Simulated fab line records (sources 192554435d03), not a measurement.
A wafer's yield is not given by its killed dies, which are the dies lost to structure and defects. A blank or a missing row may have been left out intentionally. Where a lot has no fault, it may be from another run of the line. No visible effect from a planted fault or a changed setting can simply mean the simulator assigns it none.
The tool behind it: which one? | flow n5Finfet | 9 lots with 27 wafers sampled at 6 steps, on a route of 1938 steps

== WHAT EACH GAUGE READ, for each wafer ==
N5_MOL_CONTACT_COAG_CD_MEAS_137 targets a cd of 16 nm. Usual: cdNm 15.7 nm, standard deviation 0.36.
lot  | measured     | on       | cdNm (nm)      | flag
L871 | day 5 07:59  | cdSem-02 | 15.7 15.8 15.5 | 
L872 | day 5 16:40  | cdSem-02 | 15.9 15.7 15.7 | 
L874 | day 6 09:29  | cdSem-02 | 16.0 16.1 16.7 | 
L875 | day 6 13:02  | cdSem-01 | 15.8 16.0 15.7 | 
L877 | day 6 22:32  | cdSem-02 | 15.6 15.7 15.1 | 
L878 | day 6 23:16  | cdSem-03 | 15.3 15.2 15.2 | 
L884 | day 8 09:34  | cdSem-03 | 16.0 16.2 16.0 | 
L892 | day 10 12:46 | cdSem-02 | 16.1 16.2 16.3 | 
L894 | day 10 22:26 | cdSem-01 | 15.6 15.6 15.9 | 

N5_MOL_CONTACT_COAG_INSPECT_42: inspects for defects (brightfield). Usual: rawDefectCount 191, standard deviation 48.
lot  | measured     | on               | rawDefectCount | flag
L871 | day 5 08:31  | defectInspect-02 | 147 144 107    | 
L872 | day 5 17:04  | defectInspect-02 | 244 208 255    | 
L874 | day 6 10:01  | defectInspect-01 | 189 173 216    | 
L875 | day 6 13:27  | defectInspect-02 | 879 198 795    | OFF
L877 | day 6 22:56  | defectInspect-02 | 215 944 140    | OFF
L878 | day 6 23:40  | defectInspect-02 | 181 203 189    | 
L884 | day 8 09:58  | defectInspect-02 | 120 232 130    | 
L892 | day 10 13:10 | defectInspect-01 | 174 174 224    | 
L894 | day 10 22:58 | defectInspect-02 | 237 187 284    | 

N5_BEOL_M4_RC_MEAS_101. Usual: DIBL_N 35.9 mV/V, standard deviation 1.4; DIBL_P 35.9 mV/V, standard deviation 1.7; IOFF_N 0.160 nA/um, standard deviation 0.026; IOFF_P 0.21 nA/um, standard deviation 0.036; ION_N 672 uA/um, standard deviation 11; ION_P 461 uA/um, standard deviation 8.1; SS_N 71.4 mV/dec, standard deviation 0.54; SS_P 73.2 mV/dec, standard deviation 0.67; VT_N 249.3 mV, standard deviation 2.7; VT_P -250 mV, standard deviation 3.9.
lot  | measured     | on        | DIBL_N (mV/V)  | DIBL_P (mV/V)  | IOFF_N (nA/um)    | IOFF_P (nA/um) | ION_N (uA/um) | ION_P (uA/um) | SS_N (mV/dec)  | SS_P (mV/dec)  | VT_N (mV)         | VT_P (mV)      | flag
L871 | day 7 17:38  | prober-01 | 35.5 34.1 34.8 | 35.6 33.7 34.4 | 0.172 0.148 0.159 | 0.26 0.23 0.24 | 685 678 681   | 473 478 474   | 71.3 71.3 71.0 | 73.5 73.0 72.9 | 250.0 248.9 248.9 | -243 -246 -244 | 
L872 | day 8 04:54  | prober-01 | 34.3 38.8 36.5 | 33.6 39.7 35.2 | 0.129 0.233 0.155 | 0.19 0.29 0.22 | 660 687 672   | 462 468 457   | 71.6 72.8 72.1 | 72.8 74.8 73.3 | 250.5 243.2 251.0 | -248 -244 -247 | 
L874 | day 9 04:48  | prober-02 | 36.3 38.0 36.7 | 36.2 39.1 35.7 | 0.161 0.208 0.169 | 0.22 0.28 0.21 | 674 682 674   | 462 465 454   | 71.1 72.0 71.8 | 74.1 73.7 73.2 | 249.6 246.3 250.4 | -247 -248 -247 | 
L875 | day 9 12:25  | prober-02 | 37.0 35.1 34.3 | 38.7 36.5 35.6 | 0.187 0.160 0.139 | 0.24 0.20 0.18 | 680 680 673   | 455 468 459   | 72.2 71.6 71.5 | 74.2 73.1 73.1 | 246.1 248.8 249.6 | -249 -253 -255 | 
L877 | day 9 05:35  | prober-01 | 35.8 37.2 35.4 | 37.4 38.3 36.6 | 0.168 0.183 0.158 | 0.24 0.24 0.21 | 689 681 666   | 473 463 459   | 71.4 71.7 70.7 | 73.3 73.6 73.8 | 248.0 246.9 249.3 | -249 -247 -252 | 
L878 | day 9 16:41  | prober-01 | 36.4 36.4 35.4 | 34.8 35.9 34.2 | 0.153 0.160 0.147 | 0.20 0.23 0.20 | 671 677 670   | 464 474 465   | 71.4 71.3 70.6 | 73.4 73.2 72.6 | 250.6 248.7 249.6 | -250 -247 -246 | 
L884 | day 11 10:28 | prober-01 | 37.2 33.9 36.1 | 37.7 32.7 35.5 | 0.182 0.125 0.163 | 0.26 0.18 0.21 | 679 672 674   | 476 458 461   | 71.4 71.0 71.4 | 73.8 72.8 73.1 | 245.9 253.8 249.0 | -247 -249 -250 | 
L892 | day 13 03:45 | prober-02 | 40.2 35.4 37.4 | 39.1 34.9 37.0 | 0.228 0.132 0.165 | 0.27 0.19 0.22 | 677 672 682   | 468 462 465   | 72.5 70.7 71.2 | 74.4 72.5 73.3 | 246.0 252.0 247.7 | -248 -254 -249 | 
L894 | day 14 04:16 | prober-02 | 36.1 35.0 38.2 | 36.2 35.4 39.4 | 0.149 0.136 0.190 | 0.18 0.17 0.24 | 665 678 675   | 456 459 462   | 71.0 70.9 71.5 | 72.9 73.7 74.2 | 252.6 253.1 249.5 | -253 -255 -248 | 

== TOOL THAT RAN EACH LOT (tool first, then ch and the chambers of the sampled wafers, then the start) ==
lot  | N5_MOL_CONTACT_COAG_ETCHBACK_135 | N5_MOL_CONTACT_COAG_STRIP_119       | N5_MOL_CONTACT_COAG_ETCHBACK_134
L871 | rieDiel-06 ch 1,3, day 5 07:37   | plasmaAsher-02 ch 0,1, day 5 07:50  | rieDiel-06 ch 2,3, day 5 08:52
L872 | rieDiel-06 ch 1,2,3, day 5 16:17 | plasmaAsher-01 ch 0,1, day 5 16:30  | rieDiel-01 ch 0,1, day 5 17:46
L874 | rieDiel-01 ch 0,1,2, day 6 09:07 | plasmaAsher-01 ch 0,1, day 6 09:20  | rieDiel-05 ch 0,2,3, day 6 10:22
L875 | rieDiel-01 ch 0,2,3, day 6 12:40 | plasmaAsher-01 ch 0,1, day 6 12:53  | rieDiel-06 ch 0,1,3, day 6 14:33
L877 | rieDiel-05 ch 0,2,3, day 6 22:10 | plasmaAsher-01 ch 0,1, day 6 22:23  | rieDiel-01 ch 0,2,3, day 6 23:25
L878 | rieDiel-06 ch 2,3, day 6 22:53   | plasmaAsher-02 ch 0,1, day 6 23:07  | rieDiel-06 ch 0,3, day 7 00:37
L884 | rieDiel-05 ch 1,2,3, day 8 09:11 | plasmaAsher-02 ch 0, day 8 09:25    | rieDiel-06 ch 1,3, day 8 10:35
L892 | rieDiel-06 ch 0,1, day 10 12:24  | plasmaAsher-01 ch 0,1, day 10 12:37 | rieDiel-01 ch 0,3, day 10 13:46
L894 | rieDiel-01 ch 1,3, day 10 22:04  | plasmaAsher-02 ch 0,1, day 10 22:17 | rieDiel-05 ch 0,1,3, day 10 23:24
- N5_MOL_CONTACT_COAG_ETCHBACK_135: etches SiO2 in CHF3, target depth 25 nm, time 16.7 s.
- N5_MOL_CONTACT_COAG_STRIP_119: strips in N2/H2, time 30 s.
- N5_MOL_CONTACT_COAG_ETCHBACK_134: etches SiO2 in CHF3, target depth 10 nm, time 6.7 s.

== WHAT THE TOOLS THEMSELVES READ (means of the sampled wafers that have a number; where no wafer has one, the mark that the record gives instead) ==
N5_MOL_CONTACT_COAG_ETCHBACK_135. Usual: drypumpMotorCurrentA 5.7 A, standard deviation 0.44; oesProductAu 0.75 a.u., standard deviation 0.075; rfVppV 522 V, standard deviation 7.7; showerheadPlenumPTorr 2.37 Torr, standard deviation 0.096; throttleValvePct 18.80 %, standard deviation 0.14.
lot  | tool       | drypumpMotorCurrentA (A) | oesProductAu (a.u.) | rfVppV (V) | showerheadPlenumPTorr (Torr) | throttleValvePct (%) | flag
L871 | rieDiel-06 | 5.7                      | 0.79                | 532        | 2.46                         | 18.85                | 
L872 | rieDiel-06 | 5.7                      | 0.76                | 530        | 2.37                         | 18.83                | 
L874 | rieDiel-01 | 6.0                      | 0.75                | 519        | 2.40                         | 18.68                | 
L875 | rieDiel-01 | 5.7                      | 0.75                | 524        | 2.41                         | 18.62                | 
L877 | rieDiel-05 | 5.3                      | 0.72                | 520        | 2.28                         | 18.85                | 
L878 | rieDiel-06 | 5.6                      | 0.74                | 530        | 2.34                         | 18.71                | 
L884 | rieDiel-05 | 5.8                      | 0.79                | 522        | 2.40                         | 18.83                | 
L892 | rieDiel-06 | 5.9                      | 0.82                | 521        | 2.43                         | 18.72                | 
L894 | rieDiel-01 | 5.6                      | 0.70                | 522        | 2.35                         | 18.85                | 

N5_MOL_CONTACT_COAG_STRIP_119. Usual: drypumpMotorCurrentA 5.62 A, standard deviation 0.29; heaterPowerW 344 W, standard deviation 36.
lot  | tool           | drypumpMotorCurrentA (A) | heaterPowerW (W) | flag
L871 | plasmaAsher-02 | 5.56                     | 314              | 
L872 | plasmaAsher-01 | 5.46                     | 390              | 
L874 | plasmaAsher-01 | 5.70                     | 360              | 
L875 | plasmaAsher-01 | 5.47                     | 383              | 
L877 | plasmaAsher-01 | 5.72                     | 354              | 
L878 | plasmaAsher-02 | 5.72                     | 332              | 
L884 | plasmaAsher-02 | 5.43                     | 307              | 
L892 | plasmaAsher-01 | 5.46                     | 390              | 
L894 | plasmaAsher-02 | 5.57                     | 321              | 

N5_MOL_CONTACT_COAG_ETCHBACK_134. Usual: drypumpMotorCurrentA 5.7 A, standard deviation 0.41; oesProductAu 0.75 a.u., standard deviation 0.064; rfVppV 523 V, standard deviation 7.4; showerheadPlenumPTorr 2.39 Torr, standard deviation 0.09; throttleValvePct 18.78 %, standard deviation 0.15.
lot  | tool       | drypumpMotorCurrentA (A) | oesProductAu (a.u.) | rfVppV (V) | showerheadPlenumPTorr (Torr) | throttleValvePct (%) | flag
L871 | rieDiel-06 | 5.7                      | 0.78                | 533        | 2.42                         | 18.73                | 
L872 | rieDiel-01 | 5.9                      | 0.76                | 514        | 2.39                         | 18.76                | 
L874 | rieDiel-05 | 5.3                      | 0.73                | 521        | 2.28                         | 18.85                | 
L875 | rieDiel-06 | 5.9                      | 0.77                | 527        | 2.45                         | 18.84                | 
L877 | rieDiel-01 | 5.7                      | 0.74                | 524        | 2.41                         | 18.63                | 
L878 | rieDiel-06 | 5.8                      | 0.79                | 530        | 2.49                         | 18.75                | 
L884 | rieDiel-06 | 5.7                      | 0.76                | 531        | 2.45                         | 18.89                | 
L892 | rieDiel-01 | 5.4                      | 0.73                | 525        | 2.37                         | 18.71                | 
L894 | rieDiel-05 | 5.7                      | 0.79                | 515        | 2.36                         | 18.89                | 

== THE ANSWER, worked out from the rows above alone ==
Rule: a lot counts as off when the mean over its wafers that have a number is more than 3 standard deviations away from the usual mean. Also off: a lot with no number at a reading for which 4 or more lots have one. All remaining lots with rows at the step are treated as sound. Order of review: gauges by route order, followed by the tools' own readings, for which a lot's mean as printed above is used. The first step at which some lot is off is used, and at that step the reading that is off furthest; a lot without a number counts as furthest.
Off: L875, L877, at N5_MOL_CONTACT_COAG_INSPECT_42 (rawDefectCount).
A tool fits if, at a process step before that reading, it ran every lot that is off, and no sound lot after the first of them. Those tools and the gauges at N5_MOL_CONTACT_COAG_INSPECT_42 are tried in the same way. None of those tried fits.

== WHAT HAD BEEN PUT IN BY THE SIMULATOR ==
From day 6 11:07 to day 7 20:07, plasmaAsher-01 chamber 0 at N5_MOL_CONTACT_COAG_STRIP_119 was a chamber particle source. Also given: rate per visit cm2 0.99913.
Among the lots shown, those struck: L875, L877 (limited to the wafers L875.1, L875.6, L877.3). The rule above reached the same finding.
